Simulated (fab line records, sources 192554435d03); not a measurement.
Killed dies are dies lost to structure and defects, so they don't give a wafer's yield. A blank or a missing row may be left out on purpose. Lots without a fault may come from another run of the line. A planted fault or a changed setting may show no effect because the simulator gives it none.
Split-lot experiment | flow n5_finfet | 7 lots, 21 wafers read, on a route of 1938 steps

THE SPLIT
At N5_BEOL_M8_ETCH_65 (etches SiARC in CF4, target depth 15.6 nm, time 26 s), the setting source_w was moved away from the recipe's 545 W on 10 of the 21 wafers read, by -18.0% to -5.1%. The other wafers ran this setting at the recipe's value.

The reading is taken at the split's own step.

THE READING
rf_vpp_V, in V, at N5_BEOL_M8_ETCH_65 (etches SiARC in CF4, target depth 15.6 nm, time 26 s). Fault-free wafers of this fab line usually give 183.9 V, standard deviation 1.2 V.

wafer  | tool, chamber at the split | source_w as run, W | against the recipe | rf_vpp_V, V | against lot-mates on the recipe
L074.3 | rie_diel-02, 2             | 545                | recipe             | 186.9       | -
L074.4 | rie_diel-02, 2             | 517.3              | -5.1%              | 188.1       | +1.2
L074.6 | rie_diel-02, 1             | 517.3              | -5.1%              | 188.2       | +1.3
L076.1 | rie_diel-01, 1             | 447                | -18.0%             | 198.7       | +15.5
L076.2 | rie_diel-01, 0             | 447                | -18.0%             | 197.5       | +14.3
L076.6 | rie_diel-01, 3             | 545                | recipe             | 183.2       | -
L078.1 | rie_diel-01, 1             | 545                | recipe             | 183.9       | -
L078.3 | rie_diel-01, 3             | 545                | recipe             | 184.4       | -
L078.5 | rie_diel-01, 3             | 545                | recipe             | 183.6       | -
L086.3 | rie_diel-04, 3             | 510.1              | -6.4%              | 187.6       | +6.8
L086.4 | rie_diel-04, 3             | 545                | recipe             | 180.8       | -
L086.5 | rie_diel-04, 2             | 510.1              | -6.4%              | 188.0       | +7.2
L095.4 | rie_diel-04, 3             | 545                | recipe             | 181.5       | -
L095.5 | rie_diel-04, 2             | 460.6              | -15.5%             | 193.3       | +11.8
L095.6 | rie_diel-04, 1             | 460.6              | -15.5%             | 194.5       | +13.0
L093.4 | rie_diel-04, 1             | 545                | recipe             | 184.4       | -
L093.5 | rie_diel-04, 3             | 505.1              | -7.3%              | 186.0       | +1.6
L093.6 | rie_diel-04, 0             | 505.1              | -7.3%              | 191.4       | +7.0
L097.1 | rie_diel-02, 3             | 545                | recipe             | 182.1       | -
L097.3 | rie_diel-02, 0             | 545                | recipe             | 182.9       | -
L097.6 | rie_diel-02, 1             | 545                | recipe             | 183.4       | -

THE FIT
A straight line over all 21 wafers: rf_vpp_V changes by -0.759 V for each +1% of source_w; r = -0.95; the points scatter about the line by 1.6 V.
The same after taking each lot's own level away (the mean of its wafers on the recipe; 21 wafers): -0.813 V for each +1%; r = -0.96; scatter 1.5 V.
On that fit, the largest move of source_w shifts the reading by 15 V.
The lots' own levels span 180.80 to 186.90 V, that is 5.1 times the standard deviation above.
So the lot-to-lot level changes the slope little: the two slopes agree.
Check: with one of the wafers moved furthest among these (-18.0%) left out of the fit, the line predicts +14 V for it against its lot-mates. It came out at +15.5 V against them.
Tool readings at the split's step, against how far the setting was moved: etch_rf_on_time_s r = -0.95; rf_vpp_V r = -0.95.

OTHER SPLITS ON THESE WAFERS
These wafers also went through other splits before the reading. Each is held against what the fit with the lots' levels taken away leaves over:
other split on the same wafers  | wafers away from the commonest value | r with rf_vpp_V (lot level and that fit taken away)
N5_BEOL_M7_COAT_59 spin_rpm     | 7                                    | -0.22
N5_BEOL_M7_EXPOSE_08 dose_mj    | 5                                    | -0.19
N5_BEOL_M8_ETCH_62 bias_w       | 5                                    | -0.17
N5_BEOL_M8_EXPOSE_25 dose_mj    | 9                                    | +0.40
N5_BEOL_M8_ETCH_72 h2_flow_sccm | 9                                    | +0.03

THE WHOLE CHAIN: every reading that the file lists as answering this split, in the file's order
step               | what it does                                         | reading           | change (the file's fit)              | r (the file's)
N5_BEOL_M8_ETCH_65 | etches SiARC in CF4, target depth 15.6 nm, time 26 s | etch_rf_on_time_s | withheld for each +1% of the setting | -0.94
N5_BEOL_M8_ETCH_65 | etches SiARC in CF4, target depth 15.6 nm, time 26 s | rf_vpp_V          | -0.791 V for each +1% of the setting | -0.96

THE FILE'S OWN FIT
rf_vpp_V changes by -0.791 V for each +1% of source_w, r = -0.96.
